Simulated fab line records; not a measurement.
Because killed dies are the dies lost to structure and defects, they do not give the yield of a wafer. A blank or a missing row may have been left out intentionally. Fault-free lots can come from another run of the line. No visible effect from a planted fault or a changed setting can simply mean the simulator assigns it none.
Which tool did it?	flow n5-finfet	Sampling: 24 lots, 72 wafers, 6 of 1938 route steps

WHAT THE GAUGES READ, wafer by wafer
N5_DUMMY_GATE_CD_MEAS_24 targets a cd of 15 nm.
lot	measured	on	cd-nm (nm)
L074	day 2 22:22	cd-sem-03	14.8 15.6 15.7
L075	day 3 07:24	cd-sem-01	14.8 15.2 15.2
L076	day 3 10:58	cd-sem-02	15.6 14.8 14.9
L077	day 3 19:14	cd-sem-01	15.5 14.9 15.2
L078	day 4 00:49	cd-sem-03	14.6 14.1 14.6
L079	day 4 06:43	cd-sem-02	14.7 15.1 15.5
L080	day 4 13:11	cd-sem-02	15.6 15.4 15.8
L081	day 4 17:40	cd-sem-02	14.6 15.5 14.7
L082	day 5 01:18	cd-sem-03	14.0 14.9 15.8
L083	day 5 06:06	cd-sem-03	14.9 14.1 15.7
L084	day 5 13:05	cd-sem-03	14.8 13.9 14.4
L085	day 5 17:32	cd-sem-02	15.2 15.8 15.0
L086	day 6 01:01	cd-sem-03	13.8 14.3 14.3
L087	day 6 07:18	cd-sem-03	15.3 14.3 14.2
L088	day 6 17:07	cd-sem-03	14.7 14.2 15.3
L089	day 6 18:23	cd-sem-01	14.7 14.5 14.6
L090	day 7 01:08	cd-sem-03	15.3 15.2 15.2
L091	day 7 10:38	cd-sem-03	14.7 14.7 15.6
L092	day 7 11:35	cd-sem-03	15.6 14.9 14.2
L093	day 7 17:53	cd-sem-03	15.4 15.3 14.9
L094	day 8 00:49	cd-sem-02	14.3 15.1 15.9
L095	day 8 04:23	cd-sem-03	15.3 15.3 14.6
L096	day 8 17:22	cd-sem-02	14.6 14.7 14.9
L097	day 8 22:08	cd-sem-02	15.1 14.6 15.1

N5_SD_EPI_N_EPI_MEAS_23.
lot	measured	on	thk-nm (nm)
L074	day 3 03:37	film-metro-01	58.2 59.3 59.1
L075	day 3 13:30	film-metro-02	59.1 59.2 59.4
L076	day 3 15:45	film-metro-01	59.0 59.7 58.9
L077	day 4 00:40	film-metro-02	58.9 59.3 57.5
L078	day 4 06:32	film-metro-01	60.9 59.7 60.7
L079	day 4 12:27	film-metro-01	57.2 57.2 61.3
L080	day 4 18:36	film-metro-02	58.7 57.1 57.0
L081	day 4 22:38	film-metro-02	58.7 59.3 58.3
L082	day 5 07:02	film-metro-01	59.1 56.8 58.8
L083	day 5 11:53	film-metro-01	58.6 58.2 59.0
L084	day 5 19:21	film-metro-01	57.2 58.0 59.3
L085	day 6 00:36	film-metro-02	59.7 57.5 58.1
L086	day 6 05:50	film-metro-01	58.8 60.5 58.0
L087	day 6 14:05	film-metro-01	59.6 59.7 57.4
L088	day 6 22:08	film-metro-01	59.9 59.5 59.2
L089	day 6 23:07	film-metro-01	58.1 60.1 59.3
L090	day 7 08:10	film-metro-02	58.9 58.3 58.6
L091	day 7 15:25	film-metro-02	58.2 58.4 59.7
L092	day 7 17:29	film-metro-01	60.0 59.0 60.0
L093	day 8 02:26	film-metro-02	58.7 60.5 59.1
L094	day 8 05:47	film-metro-01	57.8 60.0 58.6
L095	day 8 10:19	film-metro-02	59.8 59.6 57.6
L096	day 8 22:52	film-metro-01	59.4 58.7 59.9
L097	day 9 04:52	film-metro-02	58.6 59.7 60.9

EACH LOT AND THE TOOL THAT RAN IT (in order: tool; ch and the chambers of the sampled wafers; start)
lot	N5_DUMMY_GATE_ETCH_36	N5_DUMMY_GATE_ETCH_32	N5_SPACER0_ALD_00	N5_SD_EPI_N_DESCUM_14
L074	rie-diel-04 ch 1,2,3, day 2 21:35	rie-si-06 ch 0,1,2, day 2 22:10	ald-sin-03 ch 0,2,3, day 2 23:20	rie-diel-02 ch 1,2,3, day 3 00:14
L075	rie-diel-03 ch 1,2, day 3 06:25	rie-si-01 ch 1,3, day 3 07:12	ald-sin-03 ch 0,3, day 3 09:19	rie-diel-02 ch 0,1, day 3 10:06
L076	rie-diel-06 ch 0,1,3, day 3 10:12	rie-si-04 ch 0,2,3, day 3 10:46	ald-sin-01 ch 1,2,3, day 3 11:26	rie-diel-01 ch 0,1,3, day 3 12:21
L077	rie-diel-04 ch 1,2,3, day 3 18:29	rie-si-01 ch 0,1,3, day 3 19:02	ald-sin-02 ch 0,1,3, day 3 19:45	rie-diel-02 ch 2,3, day 3 20:32
L078	rie-diel-06 ch 0,2, day 3 23:57	rie-si-01 ch 0,2,3, day 4 00:37	ald-sin-03 ch 0,3, day 4 01:30	rie-diel-02 ch 1,2, day 4 02:24
L079	rie-diel-04 ch 1,2,3, day 4 05:57	rie-si-04 ch 0,1,3, day 4 06:31	ald-sin-01 ch 0,1,3, day 4 08:17	rie-diel-02 ch 0,1,2, day 4 09:04
L080	rie-diel-04 ch 0,2, day 4 12:25	rie-si-04 ch 0,1, day 4 12:58	ald-sin-03 ch 1,2,3, day 4 14:20	rie-diel-05 ch 1,2,3, day 4 15:07
L081	rie-diel-04 ch 0,3, day 4 16:54	rie-si-01 ch 0,1,3, day 4 17:28	ald-sin-03 ch 2,3, day 4 18:28	rie-diel-05 ch 0,2, day 4 19:15
L082	rie-diel-04 ch 0,1,2, day 5 00:32	rie-si-01 ch 0,3, day 5 01:06	ald-sin-03 ch 0,1,2, day 5 02:34	rie-diel-02 ch 0,2,3, day 5 03:39
L083	rie-diel-03 ch 0,2,3, day 5 05:08	rie-si-04 ch 0,1,3, day 5 05:53	ald-sin-03 ch 1,2,3, day 5 07:32	rie-diel-05 ch 0,1,3, day 5 08:30
L084	rie-diel-06 ch 1,2,3, day 5 12:19	rie-si-01 ch 0,2, day 5 12:53	ald-sin-02 ch 0,1,3, day 5 15:03	rie-diel-02 ch 0,1,2, day 5 15:58
L085	rie-diel-04 ch 0,1,3, day 5 16:41	rie-si-01 ch 0,2,3, day 5 17:20	ald-sin-02 ch 0,2,3, day 5 18:51	rie-diel-01 ch 1,2,3, day 5 20:29
L086	rie-diel-06 ch 0,1,3, day 6 00:14	rie-si-04 ch 1,2, day 6 00:49	ald-sin-03 ch 1,3, day 6 01:39	rie-diel-01 ch 0,3, day 6 02:27
L087	rie-diel-04 ch 0,1,2, day 6 06:32	rie-si-01 ch 0,1,2, day 6 07:06	ald-sin-03 ch 1,2,3, day 6 09:02	rie-diel-01 ch 0,2,3, day 6 09:56
L088	rie-diel-06 ch 1,2,3, day 6 16:20	rie-si-06 ch 0,1, day 6 16:54	ald-sin-03 ch 2,3, day 6 17:49	rie-diel-05 ch 1,2,3, day 6 18:44
L089	rie-diel-06 ch 1,3, day 6 17:28	rie-si-04 ch 0,1,3, day 6 18:11	ald-sin-03 ch 1,2, day 6 18:51	rie-diel-02 ch 0,1,3, day 6 19:44
L090	rie-diel-04 ch 0,1,2, day 7 00:22	rie-si-04 ch 1,2,3, day 7 00:56	ald-sin-03 ch 0,1,3, day 7 01:50	rie-diel-01 ch 0,1,2, day 7 03:02
L091	rie-diel-04 ch 2,3, day 7 09:22	rie-si-06 ch 0,1,2, day 7 10:26	ald-sin-01 ch 0,1,3, day 7 11:07	rie-diel-05 ch 0,3, day 7 12:01
L092	rie-diel-06 ch 0,1,2, day 7 10:50	rie-si-01 ch 0,2,3, day 7 11:23	ald-sin-02 ch 0,1,3, day 7 13:02	rie-diel-05 ch 0,1,3, day 7 14:06
L093	rie-diel-03 ch 0,1,2, day 7 17:07	rie-si-04 ch 0,1,3, day 7 17:40	ald-sin-02 ch 2,3, day 7 21:15	rie-diel-05 ch 2,3, day 7 22:18
L094	rie-diel-04 ch 1,2,3, day 8 00:04	rie-si-04 ch 1,3, day 8 00:37	ald-sin-01 ch 0,1,3, day 8 01:37	rie-diel-05 ch 0,1,3, day 8 02:23
L095	rie-diel-03 ch 1,2, day 8 03:37	rie-si-06 ch 1,2, day 8 04:11	ald-sin-02 ch 0,1, day 8 06:08	rie-diel-02 ch 1,3, day 8 06:55
L096	rie-diel-06 ch 0,3, day 8 16:20	rie-si-04 ch 1,2,3, day 8 17:10	ald-sin-01 ch 1,3, day 8 18:42	rie-diel-02 ch 0,1, day 8 19:28
L097	rie-diel-06 ch 1,2,3, day 8 21:19	rie-si-04 ch 2,3, day 8 21:56	ald-sin-01 ch 2,3, day 9 00:24	rie-diel-05 ch 0,1,3, day 9 01:18
- N5_DUMMY_GATE_ETCH_36: etches SiARC in CF4, target depth 13 nm.
- N5_DUMMY_GATE_ETCH_32: etches SiO2 in CF4, target depth 3.5 nm, time 3.9 s.
- N5_SPACER0_ALD_00: deposits SiOCN, target thk 3.5 nm, pulse time 3 s, purge time 2 s.
- N5_SD_EPI_N_DESCUM_14: chemistry O2, time 7.9 s.

WHAT THE TOOLS THEMSELVES READ (means of the sampled wafers that have a number; where no wafer has one, the mark that the record gives instead)
N5_DUMMY_GATE_ETCH_36.
lot	tool	bias-w (W)	drypump-motor-current-A (A)	oes-product-au (a.u.)	rf-vpp-V (V)	showerhead-plenum-p-Torr (Torr)	throttle-valve-pct (%)
L074	rie-diel-04	36.02	6.0	0.76	184.3	2.15	15.52
L075	rie-diel-03	35.96	5.9	0.76	183.2	2.08	15.73
L076	rie-diel-06	35.94	5.9	0.74	183.2	2.09	15.81
L077	rie-diel-04	35.95	6.0	0.76	184.1	2.15	15.52
L078	rie-diel-06	35.94	5.8	0.70	183.5	2.15	15.70
L079	rie-diel-04	36.11	6.0	0.75	184.1	2.15	15.53
L080	rie-diel-04	36.18	5.6	0.76	183.5	2.11	15.56
L081	rie-diel-04	36.06	5.5	0.80	182.3	2.02	15.31
L082	rie-diel-04	36.06	5.9	0.74	184.0	2.17	15.57
L083	rie-diel-03	35.91	6.0	0.79	183.9	2.12	15.60
L084	rie-diel-06	36.09	6.0	0.81	183.1	2.13	15.64
L085	rie-diel-04	36.06	5.7	0.77	183.5	2.10	15.39
L086	rie-diel-06	35.99	5.9	0.81	183.1	2.08	15.67
L087	rie-diel-04	36.10	5.9	0.73	184.2	2.16	15.61
L088	rie-diel-06	36.01	6.0	0.80	184.1	2.13	15.66
L089	rie-diel-06	36.11	6.1	0.83	182.5	2.09	15.65
L090	rie-diel-04	35.94	5.9	0.72	184.2	2.16	15.61
L091	rie-diel-04	35.97	5.9	0.72	183.9	2.13	15.73
L092	rie-diel-06	36.01	5.9	0.77	183.7	2.11	15.70
L093	rie-diel-03	36.03	6.0	0.78	183.0	2.12	15.74
L094	rie-diel-04	35.95	5.9	0.73	183.9	2.14	15.59
L095	rie-diel-03	36.00	5.9	0.74	183.7	2.07	15.81
L096	rie-diel-06	36.01	5.8	0.75	181.7	2.07	15.74
L097	rie-diel-06	36.02	6.0	0.78	184.0	2.12	15.69

N5_DUMMY_GATE_ETCH_32.
lot	tool	bias-w (W)	drypump-motor-current-A (A)	oes-product-au (a.u.)	throttle-valve-pct (%)
L074	rie-si-06	400.4	6.0	0.996	21.68
L075	rie-si-01	400.5	6.5	1.012	21.79
L076	rie-si-04	401.0	5.9	1.021	22.10
L077	rie-si-01	401.1	6.5	1.014	21.79
L078	rie-si-01	400.0	6.2	1.010	21.75
L079	rie-si-04	399.7	5.9	1.001	22.23
L080	rie-si-04	399.9	5.6	1.015	22.42
L081	rie-si-01	401.0	6.5	1.018	21.79
L082	rie-si-01	400.7	6.4	1.023	21.71
L083	rie-si-04	400.0	5.9	1.003	22.22
L084	rie-si-01	399.0	6.2	1.007	21.73
L085	rie-si-01	401.1	6.2	1.020	21.75
L086	rie-si-04	400.6	5.7	0.980	22.17
L087	rie-si-01	398.7	6.4	1.011	21.83
L088	rie-si-06	397.2	6.2	0.984	21.66
L089	rie-si-04	399.8	5.9	1.007	22.23
L090	rie-si-04	399.3	6.0	0.991	22.04
L091	rie-si-06	399.0	6.0	0.990	21.68
L092	rie-si-01	400.4	6.2	1.021	21.74
L093	rie-si-04	400.5	5.9	1.008	22.22
L094	rie-si-04	400.7	6.3	0.992	22.04
L095	rie-si-06	399.5	5.9	0.977	21.61
L096	rie-si-04	399.8	5.9	1.003	22.04
L097	rie-si-04	399.7	6.2	1.007	21.92

N5_SPACER0_ALD_00.
lot	tool	heater-power-w (W)	precursor-pulse-height-rel
L074	ald-sin-03	787	0.985
L075	ald-sin-03	756	1.003
L076	ald-sin-01	837	1.015
L077	ald-sin-02	770	1.019
L078	ald-sin-03	759	0.989
L079	ald-sin-01	826	0.994
L080	ald-sin-03	805	0.994
L081	ald-sin-03	816	0.991
L082	ald-sin-03	816	0.992
L083	ald-sin-03	803	1.009
L084	ald-sin-02	774	0.997
L085	ald-sin-02	828	0.990
L086	ald-sin-03	796	1.013
L087	ald-sin-03	805	0.987
L088	ald-sin-03	791	0.996
L089	ald-sin-03	823	0.999
L090	ald-sin-03	787	1.011
L091	ald-sin-01	819	0.987
L092	ald-sin-02	779	1.009
L093	ald-sin-02	872	1.003
L094	ald-sin-01	816	1.007
L095	ald-sin-02	787	0.988
L096	ald-sin-01	828	1.014
L097	ald-sin-01	801	1.002

N5_SD_EPI_N_DESCUM_14.
lot	tool	drypump-motor-current-A (A)	oes-product-au (a.u.)	rf-vpp-V (V)	showerhead-plenum-p-Torr (Torr)	throttle-valve-pct (%)
L074	rie-diel-02	5.5	0.85	244.7	2.19	20.36
L075	rie-diel-02	4.9	0.82	243.9	2.15	20.37
L076	rie-diel-01	5.8	0.74	242.1	2.02	20.75
L077	rie-diel-02	5.6	0.83	244.1	2.15	20.40
L078	rie-diel-02	5.9	0.89	244.9	2.21	20.27
L079	rie-diel-02	5.4	0.85	245.1	2.18	20.33
L080	rie-diel-05	5.3	0.80	243.9	2.18	20.38
L081	rie-diel-05	5.3	0.87	243.3	2.08	20.41
L082	rie-diel-02	5.5	0.82	244.5	2.14	20.34
L083	rie-diel-05	5.4	0.87	243.3	2.14	20.39
L084	rie-diel-02	5.4	0.83	244.1	2.18	20.34
L085	rie-diel-01	5.5	0.86	243.9	2.15	20.39
L086	rie-diel-01	5.8	0.76	242.9	2.07	20.66
L087	rie-diel-01	5.6	0.78	242.9	2.06	20.40
L088	rie-diel-05	5.3	0.78	244.4	2.18	20.39
L089	rie-diel-02	5.0	0.78	243.2	2.15	20.49
L090	rie-diel-01	5.6	0.82	243.2	2.10	20.37
L091	rie-diel-05	5.3	0.89	243.8	2.06	20.49
L092	rie-diel-05	5.4	0.84	243.4	2.13	20.41
L093	rie-diel-05	5.2	0.74	243.3	2.14	20.50
L094	rie-diel-05	5.4	0.83	244.1	2.13	20.41
L095	rie-diel-02	5.1	0.76	243.8	2.15	20.54
L096	rie-diel-02	4.9	0.78	243.1	2.13	20.42
L097	rie-diel-05	5.4	0.82	243.8	2.13	20.44

THE ANSWER, worked out from the rows above alone
Rule: what is usual is taken from the lots themselves. The widest of any qualifying gaps counts: lots, ordered by their means at a reading, are off when they make up no more than a third of the lots, leave a main group of 4 or more, and stand apart from it by 3 or more times the standard deviation of that group's means. A main group is skipped when, at the precision printed for the reading in the tables above, its means are all equal. Also off: a lot with no number at a reading for which 4 or more lots have one. All remaining lots with rows at the step are treated as sound. The gauges are gone through in route order, then the tools' own readings, and for those a lot's mean is taken as printed above. The first step at which some lot is off is used, and at that step the reading that is off furthest; a lot without a number counts as furthest.
No lot is off on any of the readings shown, so nothing can be concluded from this.

WHAT HAD BEEN PUT IN BY THE SIMULATOR
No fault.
